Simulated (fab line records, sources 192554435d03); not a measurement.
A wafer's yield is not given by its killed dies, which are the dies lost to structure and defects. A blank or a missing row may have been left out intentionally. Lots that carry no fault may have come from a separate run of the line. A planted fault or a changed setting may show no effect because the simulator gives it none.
The same fault as seen by 2 desks | flow n5_finfet | each desk holds nothing but its own numbers, with what lay behind them at the end

## AT THE TOOL OWNER'S DESK: rie_diel-01
The tool's own readings at N5_STI_FIN_REVEAL_ETCHBACK_08 (etches SiO2 in C4F6/O2, target depth 30.5 nm, time 10.167 s): means of the sampled wafers that have a number, for each lot that ran on this tool. Marked OUT: a lot whose mean sits more than 4 standard deviations from the usual mean, which makes it out of limits; the brackets give that distance.
Columns: A = O2_flow_sccm at N5_STI_FIN_REVEAL_ETCHBACK_08, usual 9.996 sccm; B = drypump_motor_current_A at N5_STI_FIN_REVEAL_ETCHBACK_08, usual 5.7 A; C = oes_product_au at N5_STI_FIN_REVEAL_ETCHBACK_08, usual 0.80 a.u.; D = rf_vpp_V at N5_STI_FIN_REVEAL_ETCHBACK_08, usual 661 V; E = showerhead_plenum_p_Torr at N5_STI_FIN_REVEAL_ETCHBACK_08, usual 2.85 Torr; F = throttle_valve_pct at N5_STI_FIN_REVEAL_ETCHBACK_08, usual 21.28 %
lot  | first seen here | A      | B   | C    | D   | E    | F
L547 | day 2 09:55     | 9.995  | 5.6 | 0.80 | 668 | 2.90 | 21.04
L551 | day 3 10:53     | 9.980  | 6.1 | 0.80 | 660 | 2.96 | 21.28
L561 | day 5 23:54     | 10.014 | 5.7 | 0.72 | 654 | 2.88 | 21.28
This desk found nothing out of limits on any of the 3 lots.

## FROM THE METROLOGY DESK
Lot by lot, what the gauges showed, no matter which tool ran the lot: averages of those sampled wafers that carry a number. Marked OUT: a lot whose mean sits more than 4 standard deviations from the usual mean, which makes it out of limits; the brackets give that distance. Readings shown: 7 out of 18 (the first out of limits, and those lying furthest out on some lot).
Columns: A = DIBL_N at N5_BEOL_M4_RC_MEAS_101, usual 35.4 mV/V; B = IOFF_N at N5_BEOL_M4_RC_MEAS_101, usual 0.15 nA/um; C = IOFF_N_85C at N5_BEOL_M4_RC_MEAS_101, usual 3.0 nA/um; D = IOFF_P at N5_BEOL_M4_RC_MEAS_101, usual 0.19 nA/um; E = IOFF_P_85C at N5_BEOL_M4_RC_MEAS_101, usual 3.3 nA/um; F = SS_N at N5_BEOL_M4_RC_MEAS_101, usual 71.4 mV/dec; G = SS_P at N5_BEOL_M4_RC_MEAS_101, usual 72.9 mV/dec
lot  | first seen here | A               | B              | C              | D              | E              | F              | G
L547 | day 2 03:13     | 37.6            | 0.18           | 3.5            | 0.17           | 3.1            | 72.3           | 73.2
L551 | day 3 04:02     | 36.4            | 0.19           | 3.5            | 0.20           | 3.5            | 71.8           | 73.5
L558 | day 5 00:00     | 35.5            | 0.16           | 3.1            | 0.21           | 3.6            | 71.6           | 72.8
L561 | day 5 16:10     | 51.2 (+7.5) OUT | 3.71 (+96) OUT | 37.3 (+56) OUT | 0.60 (+11) OUT | 8.2 (+8.8) OUT | 92.8 (+29) OUT | 78.0 (+6.6) OUT
L564 | day 6 08:40     | 33.0            | 0.12           | 2.4            | 0.15           | 2.8            | 70.4           | 72.5
L566 | day 6 21:55     | 37.2            | 0.20           | 3.6            | 0.24           | 4.0            | 72.2           | 73.1
L568 | day 7 10:51     | 38.5            | 0.23           | 4.3            | 0.26           | 4.4            | 72.5           | 74.0
L569 | day 7 17:37     | 34.5            | 0.14           | 2.8            | 0.22           | 3.7            | 71.2           | 72.6
L570 | day 7 23:47     | 36.7            | 0.19           | 3.7            | 0.23           | 4.0            | 71.9           | 73.5
This desk's result: L561 out of limits, first on L561 (DIBL_N at N5_BEOL_M4_RC_MEAS_101), day 11 15:32. L547, L551, L558, L564, L566, L568, L569, L570: within limits.

## BROUGHT TOGETHER
An alarm was possible from the metrology desk at day 11 15:32, on L561.
Nothing out of limits was seen by the tool owner's desk.
The tool owner's desk has L561 on record, within its limits.
The lots listed all ran N5_STI_FIN_REVEAL_ETCHBACK_08 on rie_diel-01.

## WHAT THE SIMULATOR PUT IN
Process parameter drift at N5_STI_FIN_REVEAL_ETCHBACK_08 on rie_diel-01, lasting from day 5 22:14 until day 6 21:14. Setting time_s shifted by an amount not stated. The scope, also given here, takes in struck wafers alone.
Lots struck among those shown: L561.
Per desk, hours elapsed from the start of the fault to the first reading out of limits: for the metrology desk, 137.
